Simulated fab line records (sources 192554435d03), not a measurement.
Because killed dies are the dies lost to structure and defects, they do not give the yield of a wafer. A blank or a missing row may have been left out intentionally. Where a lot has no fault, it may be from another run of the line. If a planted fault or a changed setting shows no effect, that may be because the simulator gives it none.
The tool behind it: which one? + flow n5Finfet + Sampling: 24 lots, 72 wafers, 6 of 1938 route steps

## WHAT THE GAUGES READ, wafer by wafer
N5_BEOL_M1_INSPECT_59: inspects for defects (darkfield).
| lot  | measured     | on               | rawDefectCount |
|------|--------------|------------------|----------------|
| L074 | day 6 10:22  | defectInspect-02 | 45 60 64       |
| L075 | day 6 13:28  | defectInspect-01 | 45 88 103      |
| L076 | day 7 02:37  | defectInspect-01 | 96 72 136      |
| L077 | day 7 06:33  | defectInspect-02 | 46 44 81       |
| L078 | day 7 07:02  | defectInspect-01 | 118 131 93     |
| L079 | day 7 14:08  | defectInspect-01 | 105 116 120    |
| L080 | day 8 00:29  | defectInspect-02 | 59 38 44       |
| L081 | day 8 06:01  | defectInspect-02 | 97 94 133      |
| L082 | day 8 12:22  | defectInspect-02 | 54 78 68       |
| L083 | day 8 17:04  | defectInspect-01 | 69 87 88       |
| L084 | day 8 19:09  | defectInspect-02 | 53 59 40       |
| L085 | day 9 00:13  | defectInspect-01 | 55 80 56       |
| L086 | day 9 16:07  | defectInspect-02 | 72 65 63       |
| L087 | day 9 20:37  | defectInspect-01 | 95 92 67       |
| L088 | day 10 01:05 | defectInspect-02 | 71 48 78       |
| L089 | day 10 19:08 | defectInspect-01 | 85 72 60       |
| L090 | day 10 21:35 | defectInspect-02 | 63 110 108     |
| L091 | day 10 22:58 | defectInspect-02 | 66 44 33       |
| L093 | day 11 06:38 | defectInspect-01 | 81 102 104     |
| L092 | day 11 09:50 | defectInspect-01 | 75 135 97      |
| L094 | day 11 15:11 | defectInspect-02 | 95 91 101      |
| L095 | day 11 17:40 | defectInspect-01 | 93 96 83       |
| L096 | day 12 08:20 | defectInspect-01 | 62 80 76       |
| L097 | day 12 07:47 | defectInspect-01 | 89 88 72       |

## EACH LOT AND THE TOOL THAT RAN IT (in order: tool; ch and the chambers of the sampled wafers; start)
| lot  | N5_BEOL_M1_ETCH_69                | N5_BEOL_M1_DEGAS_44         | N5_BEOL_M1_SPUTTER_81       | N5_BEOL_M1_ANNEAL_93        | N5_BEOL_M1_PRE_CLEAN_60         |
|------|-----------------------------------|-----------------------------|-----------------------------|-----------------------------|---------------------------------|
| L074 | rieDiel-06 ch 0,1,2, day 6 03:25  | pvdSputter-03, day 6 04:53  | pvdSputter-01, day 6 07:47  | pvdSputter-01, day 6 08:50  | cvdCo-01 ch 2, day 6 10:03      |
| L075 | rieDiel-06 ch 0,3, day 6 05:52    | pvdSputter-03, day 6 09:43  | pvdSputter-01, day 6 10:56  | pvdSputter-01, day 6 11:58  | cvdCo-01 ch 0,2, day 6 13:10    |
| L076 | rieDiel-03 ch 1,2, day 6 18:36    | pvdSputter-03, day 6 22:43  | pvdSputter-03, day 7 00:13  | pvdSputter-03, day 7 01:10  | cvdCo-02 ch 1,2, day 7 02:22    |
| L077 | rieDiel-06 ch 1,2,3, day 6 19:01  | pvdSputter-03, day 7 02:01  | pvdSputter-01, day 7 03:38  | pvdSputter-01, day 7 04:35  | cvdCo-01 ch 1,2, day 7 06:15    |
| L078 | rieDiel-01 ch 0,2,3, day 6 23:39  | pvdSputter-02, day 7 03:27  | pvdSputter-03, day 7 04:35  | pvdSputter-03, day 7 05:32  | cvdCo-01 ch 1,2, day 7 06:43    |
| L079 | rieDiel-06 ch 1,2,3, day 7 08:48  | pvdSputter-03, day 7 10:35  | pvdSputter-02, day 7 11:43  | pvdSputter-02, day 7 12:41  | cvdCo-01 ch 0,2, day 7 13:52    |
| L080 | rieDiel-06 ch 1,2,3, day 7 19:54  | pvdSputter-03, day 7 20:47  | pvdSputter-03, day 7 21:54  | pvdSputter-03, day 7 22:52  | cvdCo-02 ch 0,1,2, day 8 00:14  |
| L081 | rieDiel-03 ch 0,3, day 8 00:26    | pvdSputter-02, day 8 02:04  | pvdSputter-03, day 8 03:35  | pvdSputter-03, day 8 04:32  | cvdCo-02 ch 0,2, day 8 05:44    |
| L082 | rieDiel-06 ch 0,2,3, day 8 03:43  | pvdSputter-01, day 8 08:27  | pvdSputter-02, day 8 09:59  | pvdSputter-02, day 8 10:56  | cvdCo-01 ch 0,1,2, day 8 12:07  |
| L083 | rieDiel-03 ch 0,1,3, day 8 07:16  | pvdSputter-01, day 8 13:40  | pvdSputter-02, day 8 14:40  | pvdSputter-02, day 8 15:38  | cvdCo-02 ch 0,1,2, day 8 16:49  |
| L084 | rieDiel-06 ch 1,3, day 8 13:13    | pvdSputter-01, day 8 14:25  | pvdSputter-02, day 8 16:31  | pvdSputter-02, day 8 17:28  | cvdCo-02 ch 0,1, day 8 18:54    |
| L085 | rieDiel-01 ch 0,1,3, day 8 18:10  | pvdSputter-01, day 8 20:50  | pvdSputter-03, day 8 21:49  | pvdSputter-03, day 8 22:47  | cvdCo-01 ch 0,1, day 8 23:58    |
| L086 | rieDiel-01 ch 0,1,2, day 9 05:25  | pvdSputter-03, day 9 12:37  | pvdSputter-01, day 9 13:43  | pvdSputter-01, day 9 14:41  | cvdCo-01 ch 0,2, day 9 15:52    |
| L087 | rieDiel-06 ch 0,1,2, day 9 14:07  | pvdSputter-03, day 9 16:44  | pvdSputter-02, day 9 18:03  | pvdSputter-02, day 9 19:01  | cvdCo-02 ch 0,2, day 9 20:22    |
| L088 | rieDiel-01 ch 0,1,3, day 9 18:02  | pvdSputter-01, day 9 21:40  | pvdSputter-03, day 9 22:39  | pvdSputter-03, day 9 23:37  | cvdCo-02 ch 0,1,2, day 10 00:47 |
| L089 | rieDiel-03 ch 1,3, day 10 02:47   | pvdSputter-02, day 10 15:10 | pvdSputter-02, day 10 16:29 | pvdSputter-02, day 10 17:26 | cvdCo-01 ch 0,1, day 10 18:53   |
| L090 | rieDiel-06 ch 0,1,3, day 10 03:59 | pvdSputter-02, day 10 17:53 | pvdSputter-01, day 10 18:59 | pvdSputter-01, day 10 19:56 | cvdCo-01 ch 1,2, day 10 21:19   |
| L091 | rieDiel-06 ch 1,2,3, day 10 13:32 | pvdSputter-03, day 10 19:17 | pvdSputter-02, day 10 20:32 | pvdSputter-02, day 10 21:30 | cvdCo-02 ch 0,1, day 10 22:41   |
| L093 | rieDiel-06 ch 0,2,3, day 10 22:12 | pvdSputter-02, day 11 03:02 | pvdSputter-03, day 11 04:14 | pvdSputter-03, day 11 05:11 | cvdCo-02 ch 1,2, day 11 06:23   |
| L092 | rieDiel-03 ch 0,1,2, day 11 04:22 | pvdSputter-01, day 11 06:09 | pvdSputter-02, day 11 07:26 | pvdSputter-02, day 11 08:24 | cvdCo-02 ch 0,1,2, day 11 09:35 |
| L094 | rieDiel-06 ch 2,3, day 11 08:29   | pvdSputter-03, day 11 10:35 | pvdSputter-02, day 11 12:07 | pvdSputter-02, day 11 13:05 | cvdCo-01 ch 0,1, day 11 14:56   |
| L095 | rieDiel-03 ch 1,2,3, day 11 10:53 | pvdSputter-01, day 11 14:14 | pvdSputter-03, day 11 15:17 | pvdSputter-03, day 11 16:14 | cvdCo-02 ch 0,1, day 11 17:26   |
| L096 | rieDiel-01 ch 0,2,3, day 11 20:37 | pvdSputter-02, day 12 03:44 | pvdSputter-01, day 12 05:18 | pvdSputter-01, day 12 06:28 | cvdCo-02 ch 0,1,2, day 12 08:05 |
| L097 | rieDiel-01 ch 0,3, day 11 20:47   | pvdSputter-01, day 12 03:47 | pvdSputter-02, day 12 05:08 | pvdSputter-02, day 12 06:05 | cvdCo-02 ch 1,2, day 12 07:32   |
- N5_BEOL_M1_ETCH_69: etches SiARC in CF4, target depth 15.6 nm, time 26 s.
- N5_BEOL_M1_DEGAS_44: time 60 s.
- N5_BEOL_M1_SPUTTER_81: material Cu, target thk 4.5 nm, time 8.29 s.
- N5_BEOL_M1_ANNEAL_93: time 240 s.
- N5_BEOL_M1_PRE_CLEAN_60: time 15 s.

## AS READ BY THE TOOLS THEMSELVES (means over the sampled wafers that have a number; for cases with no such wafer, the mark the record gives instead)
N5_BEOL_M1_ETCH_69.
| lot  | tool       | drypumpMotorCurrentA (A) | etchRfOnTimeS (s) | oesProductAu (a.u.) | rfVppV (V) | showerheadPlenumPTorr (Torr) | throttleValvePct (%) |
|------|------------|--------------------------|-------------------|---------------------|------------|------------------------------|----------------------|
| L074 | rieDiel-06 | 5.4                      | 26.0              | 0.70                | 183.2      | 2.10                         | 15.48                |
| L075 | rieDiel-06 | 5.9                      | 26.3              | 0.68                | 184.8      | 2.18                         | 15.60                |
| L076 | rieDiel-03 | 6.3                      | 26.6              | 0.66                | 184.0      | 2.14                         | 15.68                |
| L077 | rieDiel-06 | 5.2                      | 25.8              | 0.70                | 184.2      | 2.16                         | 15.40                |
| L078 | rieDiel-01 | 5.7                      | 25.4              | 0.68                | 183.8      | 2.13                         | 15.74                |
| L079 | rieDiel-06 | 5.2                      | 26.1              | 0.70                | 183.4      | 2.15                         | 15.42                |
| L080 | rieDiel-06 | 5.2                      | 26.0              | 0.69                | 184.1      | 2.15                         | 15.43                |
| L081 | rieDiel-03 | 6.1                      | 26.5              | 0.58                | 184.6      | 2.19                         | 15.64                |
| L082 | rieDiel-06 | 5.6                      | 26.2              | 0.70                | 184.4      | 2.13                         | 15.47                |
| L083 | rieDiel-03 | 5.8                      | 26.5              | 0.65                | 185.5      | 2.19                         | 15.57                |
| L084 | rieDiel-06 | 5.3                      | 26.2              | 0.64                | 183.9      | 2.16                         | 15.65                |
| L085 | rieDiel-01 | 5.3                      | 26.1              | 0.63                | 184.1      | 2.13                         | 15.76                |
| L086 | rieDiel-01 | 5.3                      | 25.5              | 0.65                | 183.7      | 2.18                         | 15.75                |
| L087 | rieDiel-06 | 5.4                      | 26.2              | 0.67                | 183.5      | 2.09                         | 15.53                |
| L088 | rieDiel-01 | 5.3                      | 26.2              | 0.63                | 183.6      | 2.13                         | 15.77                |
| L089 | rieDiel-03 | 5.6                      | 26.5              | 0.70                | 184.5      | 2.18                         | 15.50                |
| L090 | rieDiel-06 | 5.6                      | 26.7              | 0.63                | 184.6      | 2.14                         | 15.70                |
| L091 | rieDiel-06 | 5.2                      | 26.3              | 0.67                | 184.3      | 2.15                         | 15.47                |
| L093 | rieDiel-06 | 5.6                      | 26.3              | 0.68                | 183.8      | 2.12                         | 15.50                |
| L092 | rieDiel-03 | 6.3                      | 25.9              | 0.79                | 184.4      | 2.15                         | 15.30                |
| L094 | rieDiel-06 | 5.2                      | 25.8              | 0.72                | 183.8      | 2.14                         | 15.28                |
| L095 | rieDiel-03 | 5.9                      | 26.1              | 0.71                | 184.0      | 2.16                         | 15.57                |
| L096 | rieDiel-01 | 5.7                      | 25.6              | 0.64                | 184.0      | 2.12                         | 15.80                |
| L097 | rieDiel-01 | 5.4                      | 25.9              | 0.63                | 183.4      | 2.10                         | 15.89                |

N5_BEOL_M1_DEGAS_44.
| lot  | tool          | heaterPowerW (W) |
|------|---------------|------------------|
| L074 | pvdSputter-03 | 344              |
| L075 | pvdSputter-03 | 347              |
| L076 | pvdSputter-03 | 362              |
| L077 | pvdSputter-03 | 346              |
| L078 | pvdSputter-02 | 371              |
| L079 | pvdSputter-03 | 341              |
| L080 | pvdSputter-03 | 365              |
| L081 | pvdSputter-02 | 343              |
| L082 | pvdSputter-01 | 300              |
| L083 | pvdSputter-01 | 301              |
| L084 | pvdSputter-01 | 326              |
| L085 | pvdSputter-01 | 328              |
| L086 | pvdSputter-03 | 342              |
| L087 | pvdSputter-03 | 335              |
| L088 | pvdSputter-01 | 324              |
| L089 | pvdSputter-02 | 323              |
| L090 | pvdSputter-02 | 348              |
| L091 | pvdSputter-03 | 327              |
| L093 | pvdSputter-02 | 344              |
| L092 | pvdSputter-01 | 299              |
| L094 | pvdSputter-03 | 319              |
| L095 | pvdSputter-01 | 329              |
| L096 | pvdSputter-02 | 328              |
| L097 | pvdSputter-01 | 281              |

N5_BEOL_M1_SPUTTER_81.
| lot  | tool          | throttleValvePct (%) |
|------|---------------|----------------------|
| L074 | pvdSputter-01 | 31.0                 |
| L075 | pvdSputter-01 | 30.4                 |
| L076 | pvdSputter-03 | 29.8                 |
| L077 | pvdSputter-01 | 29.8                 |
| L078 | pvdSputter-03 | 30.0                 |
| L079 | pvdSputter-02 | 30.7                 |
| L080 | pvdSputter-03 | 29.6                 |
| L081 | pvdSputter-03 | 30.2                 |
| L082 | pvdSputter-02 | 30.1                 |
| L083 | pvdSputter-02 | 30.5                 |
| L084 | pvdSputter-02 | 30.2                 |
| L085 | pvdSputter-03 | 30.0                 |
| L086 | pvdSputter-01 | 30.3                 |
| L087 | pvdSputter-02 | 30.5                 |
| L088 | pvdSputter-03 | 29.9                 |
| L089 | pvdSputter-02 | 30.0                 |
| L090 | pvdSputter-01 | 30.8                 |
| L091 | pvdSputter-02 | 30.3                 |
| L093 | pvdSputter-03 | 29.4                 |
| L092 | pvdSputter-02 | 30.4                 |
| L094 | pvdSputter-02 | 30.1                 |
| L095 | pvdSputter-03 | 30.2                 |
| L096 | pvdSputter-01 | 30.7                 |
| L097 | pvdSputter-02 | 29.9                 |

N5_BEOL_M1_ANNEAL_93.
| lot  | tool          | heaterPowerW (W) |
|------|---------------|------------------|
| L074 | pvdSputter-01 | 756              |
| L075 | pvdSputter-01 | 762              |
| L076 | pvdSputter-03 | 816              |
| L077 | pvdSputter-01 | 813              |
| L078 | pvdSputter-03 | 826              |
| L079 | pvdSputter-02 | 849              |
| L080 | pvdSputter-03 | 834              |
| L081 | pvdSputter-03 | 771              |
| L082 | pvdSputter-02 | 862              |
| L083 | pvdSputter-02 | 866              |
| L084 | pvdSputter-02 | 867              |
| L085 | pvdSputter-03 | 818              |
| L086 | pvdSputter-01 | 801              |
| L087 | pvdSputter-02 | 859              |
| L088 | pvdSputter-03 | 804              |
| L089 | pvdSputter-02 | 873              |
| L090 | pvdSputter-01 | 749              |
| L091 | pvdSputter-02 | 803              |
| L093 | pvdSputter-03 | 868              |
| L092 | pvdSputter-02 | 855              |
| L094 | pvdSputter-02 | 913              |
| L095 | pvdSputter-03 | 795              |
| L096 | pvdSputter-01 | 744              |
| L097 | pvdSputter-02 | 850              |

N5_BEOL_M1_PRE_CLEAN_60.
| lot  | tool     | heaterPowerW (W) |
|------|----------|------------------|
| L074 | cvdCo-01 | 90               |
| L075 | cvdCo-01 | 87               |
| L076 | cvdCo-02 | 94               |
| L077 | cvdCo-01 | 87               |
| L078 | cvdCo-01 | 85               |
| L079 | cvdCo-01 | 89               |
| L080 | cvdCo-02 | 84               |
| L081 | cvdCo-02 | 88               |
| L082 | cvdCo-01 | 88               |
| L083 | cvdCo-02 | 85               |
| L084 | cvdCo-02 | 77               |
| L085 | cvdCo-01 | 86               |
| L086 | cvdCo-01 | 89               |
| L087 | cvdCo-02 | 81               |
| L088 | cvdCo-02 | 83               |
| L089 | cvdCo-01 | 85               |
| L090 | cvdCo-01 | 86               |
| L091 | cvdCo-02 | 74               |
| L093 | cvdCo-02 | 87               |
| L092 | cvdCo-02 | 84               |
| L094 | cvdCo-01 | 86               |
| L095 | cvdCo-02 | 74               |
| L096 | cvdCo-02 | 84               |
| L097 | cvdCo-02 | 94               |

## THE ANSWER, worked out from the rows above alone
Rule: the lots themselves supply what counts as usual. Put in order of their means at a reading, lots are off if they are a third of the lots or fewer, leave a main group of 4 or more, and stand apart from it by a gap of 3 or more times the standard deviation of the main group's means; of several such gaps the widest counts. If all means in a main group match to the digits the tables above print for the reading, that group is not used. A lot without any number at a reading at which 4 lots or more have one is off too. Any other lot the step has rows for is counted as sound. Order of review: gauges by route order, followed by the tools' own readings, for which a lot's mean as printed above is used. At the first step where some lot is off, the reading lying furthest off is the one used; lots without a number count as furthest.
Across all readings shown, no lot is off: no conclusion can be drawn from this.

## WHAT WAS PUT IN BY THE SIMULATOR
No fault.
